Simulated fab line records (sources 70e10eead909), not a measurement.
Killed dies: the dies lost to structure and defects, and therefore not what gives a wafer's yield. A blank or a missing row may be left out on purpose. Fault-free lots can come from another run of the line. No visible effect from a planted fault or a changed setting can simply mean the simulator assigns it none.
Chamber matching -- flow nand harc -- NHARC_A_M1_DESCUM_14 on rie diel-02: 4 sister chambers
The step chemistry O2, time 3 s. 16 wafers are shown with their chamber, then 8 later ones without.

## WAFERS, EACH WITH ITS CHAMBER
wafer,chamber,showerhead plenum p Torr (Torr),drypump motor current A (A),oes product au (a.u.)
L075.1,1,1.86,5.9,1.014
L075.5,3,1.82,5.4,0.991
L075.6,0,1.97,6.3,1.003
L078.1,0,1.97,6.3,1.012
L078.3,2,1.90,5.1,1.003
L078.6,2,1.90,5.0,1.013
L077.1,0,1.97,6.3,1.010
L077.2,1,1.86,5.9,1.023
L077.3,3,1.82,5.4,0.987
L077.4,2,1.89,5.0,0.998
L077.5,1,1.86,5.9,1.013
L077.6,0,1.97,6.3,1.003
L082.2,0,1.97,6.3,1.012
L082.4,3,1.82,5.4,0.990
L082.5,2,1.89,5.1,1.013
L088.3,3,1.82,5.4,0.988

SIGNATURES, as means of the wafers listed above
reading,chamber 0,chamber 1,chamber 2,chamber 3,scatter within a chamber
showerhead plenum p Torr,1.9700,1.8600,1.8950,1.8200,0.00289
drypump motor current A,6.300,5.900,5.050,5.400,0.0289
oes product au,1.00800,1.01667,1.00675,0.98900,0.00521
Rule: for a wafer and a chamber, the distance is found by dividing, reading by reading, the gap between the wafer's reading and the chamber's mean by the reading's scatter, squaring, summing and taking the root. The wafer belongs to the nearest chamber; if the next one is less than 2 further off, it can't be placed. The scatter: the root of (the sum of the squares of (reading less its chamber's mean) over the shown wafers, divided by (wafers less chambers)).

## WAFERS MISSING THEIR CHAMBER
wafer,showerhead plenum p Torr (Torr),drypump motor current A (A),oes product au (a.u.)
L088.5,1.89,5.0,1.007
L088.6,1.82,5.4,0.986
L091.1,1.86,5.9,0.998
L091.3,1.89,5.1,1.016
L091.5,1.86,5.9,0.993
L093.2,1.97,6.3,1.004
L093.5,1.89,5.0,1.013
L093.6,1.86,5.9,0.986

## EACH ONE'S CHAMBER
wafer,from the rows above,in truth
L088.5,2,2
L088.6,3,3
L091.1,1,1
L091.3,2,2
L091.5,1,1
L093.2,0,0
L093.5,2,2
L093.6,1,1
Correctly placed: 8 of 8. Left unplaced by these rows: 0. Number placed wrongly: 0.
